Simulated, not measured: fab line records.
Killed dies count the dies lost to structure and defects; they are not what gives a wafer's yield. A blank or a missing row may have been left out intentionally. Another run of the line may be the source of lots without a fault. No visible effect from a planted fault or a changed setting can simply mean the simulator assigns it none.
Chamber matching	flow nand harc	NHARC_A_CONTACT_DEP_24 on pecvd-04 has 3 sister chambers
The step deposits SiO2, target thk 500 nm. 16 wafers are shown with their chamber, then 8 later ones without.

## WAFERS, EACH WITH ITS CHAMBER
wafer	chamber	heater power outer w (W)	heater power w (W)	throttle valve pct (%)
L077.2	2	223	424	16.5
L077.4	0	330	589	15.8
L077.6	2	237	437	16.7
L080.1	1	404	594	15.6
L080.2	0	328	614	16.3
L080.4	2	244	446	16.5
L084.1	0	388	657	16.2
L084.3	2	162	339	16.5
L084.5	0	411	694	16.3
L083.1	2	250	438	16.4
L083.3	0	423	703	16.4
L083.4	1	491	745	16.1
L085.3	0	453	733	16.1
L085.4	2	232	431	16.6
L085.5	0	459	786	16.0
L086.1	0	412	702	16.3

SIGNATURES (averages over the wafers above)
reading	chamber 0	chamber 1	chamber 2	scatter within a chamber
heater power outer w	400.50	447.50	224.67	44.9
heater power w	684.75	669.50	419.17	60.5
throttle valve pct	16.175	15.850	16.533	0.187
Rule: distance of a wafer from a chamber = root of the sum over the readings of ((wafer's reading minus chamber's mean) / reading's scatter) squared. If the next closest chamber is less than 2 further off than the closest, the wafer can't be placed; otherwise it belongs to the closest. The scatter: the root of (the sum of the squares of (reading less its chamber's mean) over the shown wafers, divided by (wafers less chambers)).

## WAFERS MISSING THEIR CHAMBER
wafer	heater power outer w (W)	heater power w (W)	throttle valve pct (%)
L086.5	247	451	16.7
L086.6	426	708	16.3
L089.2	497	731	16.2
L089.3	248	451	16.7
L089.6	158	324	16.7
L090.1	172	366	17.0
L090.3	522	769	15.7
L090.6	404	677	16.6

## WHICH CHAMBER EACH ONE RAN IN
wafer	from the rows above	in truth
L086.5	2	2
L086.6	can't be placed: 0 or 1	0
L089.2	can't be placed: 0 or 1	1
L089.3	2	2
L089.6	2	2
L090.1	2	2
L090.3	can't be placed: 1 or 0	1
L090.6	can't be placed: 0 or 1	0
Correctly placed: 4 of 8. These rows do not allow placing 4 (true chamber among the candidates in 4). Wrongly placed: 0.
